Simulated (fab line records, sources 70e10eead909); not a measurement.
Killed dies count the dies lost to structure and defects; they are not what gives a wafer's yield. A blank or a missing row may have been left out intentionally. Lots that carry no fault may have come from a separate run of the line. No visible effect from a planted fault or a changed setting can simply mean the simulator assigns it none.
Struck lot and sound lot, side by side | flow nand_harc | 12 steps out of a route of 1302
Sound: wafers L522.2, L522.3, L522.4. Wafers L526.2, L526.3, L526.6 were the ones struck. The cause is given at the end.
For every step that has rows: the tool of each side, followed by ch and its chambers, followed by its first start. Under that, the readings that differ: sound wafers | struck wafers | difference of the means | sigmas: that difference in standard deviations of wafers without a fault.
alike: readings whose means differ by less than 2 such deviations, and words and numbers that are the same on both sides. not compared: withheld readings, readings that some wafer has no value for, bounds like >300 that may hide the same value, and numbers for which the record gives no deviation and whose values overlap.
Wherever a step has rows on one side only, a row that says differs or no value, or a row with sigmas, the two part there. Numbers that don't overlap but have no deviation are shown without sigmas and don't part them. A reading missing from all wafers of one side parts the sides only when that side holds two or more wafers.

NHARC_A_STAIRCASE_ETCHBACK_416: etches the open film in C4F8/O2/Ar, target depth 36 nm, time 7.2 s.
  sound on rie_diel-13 ch 0,1; struck on rie_diel-04 ch 1,2,3, day 20 21:50
  alike: chamber_pressure_mTorr, oes_product_au, rf_fwd_power_W, rf_vpp_V
  not compared: rf_hours_counter_h
NHARC_A_STAIRCASE_STRIP_476: strips in O2, time 20 s.
  sound on rie_diel-13 ch 0,1,3, day 18 17:37; struck on rie_diel-04 ch 0,1, day 20 21:58
  reading               | sound             | struck            | difference | sigmas
  oes_product_au (a.u.) | 0.973 0.984 0.988 | 1.001 1.024 1.018 | +0.033     | +3
  alike: chamber_pressure_mTorr, drypump_motor_current_A, rf_vpp_V, showerhead_plenum_p_Torr, throttle_valve_pct
  not compared: rf_hours_counter_h
NHARC_A_STAIRCASE_DEP_417: deposits Si3N4, target thk 60 nm.
  sound on pecvd-01 ch 1,2, day 18 17:43; struck on pecvd-03 ch 0,1,2, day 20 22:06
  alike: heater_power_w, rf_fwd_power_W
then, 3 steps without rows for these wafers: NHARC_A_STAIRCASE_WET_418 (chemistry H3PO4, target depth 20 nm); NHARC_A_STAIRCASE_PRECLEAN_419 (cleans in SC1); NHARC_A_STAIRCASE_SRD_421.
NHARC_A_STAIRCASE_ALD_420: deposits SiO2, target thk 20 nm, pulse time 6 s, ald cycles 200.
  sound on ald_hk-04 ch 0,2,3, day 18 20:25; struck on ald_hk-04 ch 0,2,3, day 21 00:47
  alike: heater_power_w, precursor_pulse_height_rel
then, 1 step without rows for these wafers: NHARC_A_STAIRCASE_CVD_552 (deposits SiNx, target thk 40 nm).
NHARC_A_STAIRCASE_DEP_151: deposits SiO2, target thk 7200 nm.
  sound on pecvd-04 ch 0,1, day 19 04:43; struck on pecvd-04 ch 0,1,2, day 21 09:08
  alike: heater_power_w, rf_fwd_power_W
then, 2 steps without rows for these wafers: NHARC_A_STAIRCASE_ANNEAL_320 (time 1800 s); NHARC_A_STAIRCASE_DEP_322 (deposits SiO2, target thk 7200 nm).
NHARC_A_STAIRCASE_ANNEAL_323: time 1800 s.
  sound on furnace-02 ch 0, day 19 20:31; struck on furnace-04, day 21 20:56
  no value came back on the struck wafers for run_length_s (s), spike_tc_bottom_C (C); on the sound wafers run_length_s (s) reads 1817 1817 1817

WHERE THEY PART
First at NHARC_A_STAIRCASE_STRIP_476; last, within this record, at NHARC_A_STAIRCASE_ANNEAL_323.

WHY: the cause the simulator had injected
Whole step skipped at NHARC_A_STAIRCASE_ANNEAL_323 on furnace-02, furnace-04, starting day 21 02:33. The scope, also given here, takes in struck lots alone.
